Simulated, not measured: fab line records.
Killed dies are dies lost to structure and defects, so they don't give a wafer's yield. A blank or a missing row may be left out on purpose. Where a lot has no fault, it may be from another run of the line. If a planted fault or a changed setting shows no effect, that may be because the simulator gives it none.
Chamber matching	flow nandHarc	NHARC_A_SLIT_ETCH_24 on rieDiel-05 has 4 sister chambers
The step etches the open film in CF4/CHF3, target depth 121 nm, time 60.5 s. 4 wafers are shown with their chamber, then 10 later ones without.

== EACH WAFER AND ITS CHAMBER ==
wafer	chamber	drypumpMotorCurrentA (A)
L090.2	3	6.6
L090.4	0	4.8
L090.5	1	5.7
L089.4	2	5.5

== WAFERS WITHOUT THEIR CHAMBER ==
wafer	drypumpMotorCurrentA (A)
L089.5	4.8
L089.6	6.6
L093.1	4.8
L093.5	5.5
L093.6	4.8
L096.2	5.6
L096.5	5.6
L095.3	4.9
L095.5	6.6
L095.6	5.5

== EACH ONE'S CHAMBER ==
wafer	from the rows above	in truth
L089.5	0	0
L089.6	3	3
L093.1	0	0
L093.5	2	2
L093.6	0	0
L096.2	can't be placed: 2 or 1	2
L096.5	can't be placed: 2 or 1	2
L095.3	0	0
L095.5	3	3
L095.6	2	2
Correct placement for 8 of the 10. Not placeable from these rows: 2 (in 2, the candidates include the true chamber). Wrongly placed: 0.
How it was worked out, from the rows above alone: a wafer's distance from a chamber is the root of the sum, over the readings, of the square of ((its reading less the chamber's mean) divided by the reading's scatter). If the next closest chamber is less than 2 further off than the closest, the wafer can't be placed; otherwise it belongs to the closest. The mean given for a chamber averages the wafers shown for that chamber. The scatter: root of mean squared gap, hidden wafer to nearest shown wafer, with one shown wafer a chamber.
